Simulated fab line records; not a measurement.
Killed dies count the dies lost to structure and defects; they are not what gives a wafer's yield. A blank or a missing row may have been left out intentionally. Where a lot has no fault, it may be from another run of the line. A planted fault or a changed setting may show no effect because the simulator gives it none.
Problem report, 8D (eight disciplines) form, completed by code || flow n5_finfet || the parts of the form that need people (team, actions taken, sign-off) are left out

== 1. PROBLEM STATEMENT ==
At N5_BEOL_M0_CMP_120, barrier_field_endpoint_s averages 1.93 s over 5 wafers from 3 lots, while fault-free wafers read 3.58 s, standard deviation 0.15. Relative to the usual mean, that is a shift of -11 standard deviations.
The step: polishes, stops on SiOC, t overpolish 6.9 s.
Seen first at day 9 21:10 on cmp-03, wafer L416.1. The record holds 28 wafers of 10 lots with a number at this step. By rule, "out" or "out of limits" means more than 4 standard deviations away from the usual mean. Any other wafer with a number is counted as sound.

== 2. WHAT IT IS AND WHAT IT IS NOT ==
{"question": "which readings at this step", "is": "barrier_field_endpoint_s, time_to_endpoint_s", "is not": "clearing_platen_rpm, platen_rpm"}
{"question": "which lots", "is": "L416, L417, L418", "is not": "L401, L402, L407, L419, L420, L422, L424"}
{"question": "which wafers of those lots", "is": "L416.1, L416.6, L417.1, L417.6, L418.1", "is not": "L416.5, L417.3, L418.2"}
{"question": "read on which tools", "is": "cmp-03", "is not": "cmp-01, cmp-04"}
{"question": "when", "is": "from day 9 21:10", "is not": "up to then (10 sound wafers); but 13 sound wafers of L417, L418, L419, L420, L422, L424 came after"}

== 3. THE SUSPECTS, EACH WITH WHAT RULES IT OUT ==
Counting: a tool at a process step up to the reading stays a suspect if it ran every lot that is out. Sound lots after the first of them don't rule it out here, since some wafers of a struck lot are sound.
- pvd_sputter-01 at N5_BEOL_M0_SPUTTER_132 (material Cu, target thk 4 nm, time 7.37 s): kept. Every lot that is out went through it, the first being L416 (day 9 20:13); the last sound lot it ran before that was L402 (day 6 11:25).
- cmp-03 at N5_BEOL_M0_CMP_120 (polishes, stops on SiOC, t overpolish 6.9 s): kept. Every lot that is out went through it, the first being L416 (day 9 21:10); the last sound lot it ran before that was L407 (day 7 11:58). On those wafers its own readings are out: barrier_field_endpoint_s, time_to_endpoint_s.
- Within cmp-03 at N5_BEOL_M0_CMP_120: the wafers that are out ran in chambers 0, 1, 2; their sound lot-mates ran in chamber 3.
The count leaves cmp-03 at N5_BEOL_M0_CMP_120 and pvd_sputter-01 at N5_BEOL_M0_SPUTTER_132.

== 4. THE CAUSE (what the simulator had put in) ==
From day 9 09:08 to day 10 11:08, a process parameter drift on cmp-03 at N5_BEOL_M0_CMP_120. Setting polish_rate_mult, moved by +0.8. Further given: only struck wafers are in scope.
After counting, 2 suspects remain, this tool included.

== 5. THE CHAIN OF EFFECTS, in route order ==
Each row: a reading whose mean over the struck wafers that have a number lies more than 3 standard deviations from the usual. Readings are gone through only where the record gives a usual standard deviation; hours: the median, over the lots, of the time from a lot's start at the first step in this table giving one to that lot's start at this step; sigmas: the change measured in usual standard deviations.
{"hours": 0, "step": "N5_BEOL_M0_CMP_120", "reading": "barrier_field_endpoint_s", "usual": "3.58 s", "on struck wafers": 1.93, "change": -1.65, "sigmas": -11}
{"hours": 0, "step": "N5_BEOL_M0_CMP_120", "reading": "time_to_endpoint_s", "usual": "61 s", "on struck wafers": 32, "change": -29, "sigmas": -7.6}
The process steps in it:
- N5_BEOL_M0_CMP_120: polishes, stops on SiOC, t overpolish 6.9 s.
Later steps that measure or inspect, where all struck wafers having a row at the step show a number for every such reading and not one has moved that far: N5_BEOL_M4_RC_MEAS_101.

== 6. HOW IT WOULD HAVE BEEN CAUGHT EARLIER ==
First out-of-limits reading in this record: day 9 21:10, which is 12 hours after fault onset at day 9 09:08.
